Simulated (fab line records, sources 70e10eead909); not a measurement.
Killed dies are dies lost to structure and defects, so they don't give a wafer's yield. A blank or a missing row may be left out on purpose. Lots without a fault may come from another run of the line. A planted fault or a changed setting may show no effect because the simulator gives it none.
Chamber matching | flow nand_harc | NHARC_P_CONTACT_DEP_30 on pecvd-04: 3 sister chambers
The step deposits SiNx, target thk 30 nm. 24 wafers are shown with their chamber, then 12 later ones without.

WAFERS WITH THEIR CHAMBER
wafer  | chamber | heater_power_w (W)
L076.2 | 1       | 651
L076.4 | 0       | 737
L076.5 | 1       | 650
L077.1 | 2       | 874
L077.5 | 0       | 795
L077.6 | 1       | 713
L082.2 | 1       | 603
L082.3 | 0       | 787
L082.6 | 1       | 607
L080.2 | 2       | 761
L080.4 | 2       | 774
L080.5 | 0       | 712
L085.3 | 2       | 791
L085.4 | 1       | 688
L085.6 | 0       | 755
L087.1 | 1       | 659
L087.2 | 0       | 809
L087.5 | 1       | 666
L089.4 | 1       | 635
L089.5 | 0       | 647
L089.6 | 2       | 842
L092.1 | 2       | 903
L092.5 | 1       | 609
L092.6 | 0       | 773

SIGNATURES (means of the wafers above)
reading        | chamber 0 | chamber 1 | chamber 2 | scatter within a chamber
heater_power_w | 751.88    | 648.10    | 824.17    | 47.8
Rule: a wafer's distance from a chamber is the root of the sum, over the readings, of the square of ((its reading less the chamber's mean) divided by the reading's scatter). The wafer belongs to the nearest chamber; if the next one is less than 2 further off, it can't be placed. The scatter: the root of (the sum of the squares of (reading less its chamber's mean) over the shown wafers, divided by (wafers less chambers)).

WAFERS WITHOUT THEIR CHAMBER
wafer  | heater_power_w (W)
L094.1 | 823
L094.2 | 718
L094.3 | 805
L094.4 | 831
L094.5 | 788
L094.6 | 711
L095.1 | 784
L095.3 | 609
L095.5 | 614
L096.3 | 612
L096.5 | 862
L096.6 | 780

WHICH CHAMBER EACH WENT THROUGH
wafer  | from the rows above          | in truth
L094.1 | can't be placed: 2 or 0      | 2
L094.2 | can't be placed: 0 or 1 or 2 | 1
L094.3 | can't be placed: 2 or 0      | 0
L094.4 | can't be placed: 2 or 0      | 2
L094.5 | can't be placed: 0 or 2      | 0
L094.6 | can't be placed: 0 or 1 or 2 | 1
L095.1 | can't be placed: 0 or 2      | 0
L095.3 | 1                            | 1
L095.5 | 1                            | 1
L096.3 | 1                            | 1
L096.5 | can't be placed: 2 or 0      | 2
L096.6 | can't be placed: 0 or 2      | 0
Placed correctly: 3 of 12. Can't be placed from these rows: 9 (the true chamber is among the candidates in 9). Placed wrongly: 0.
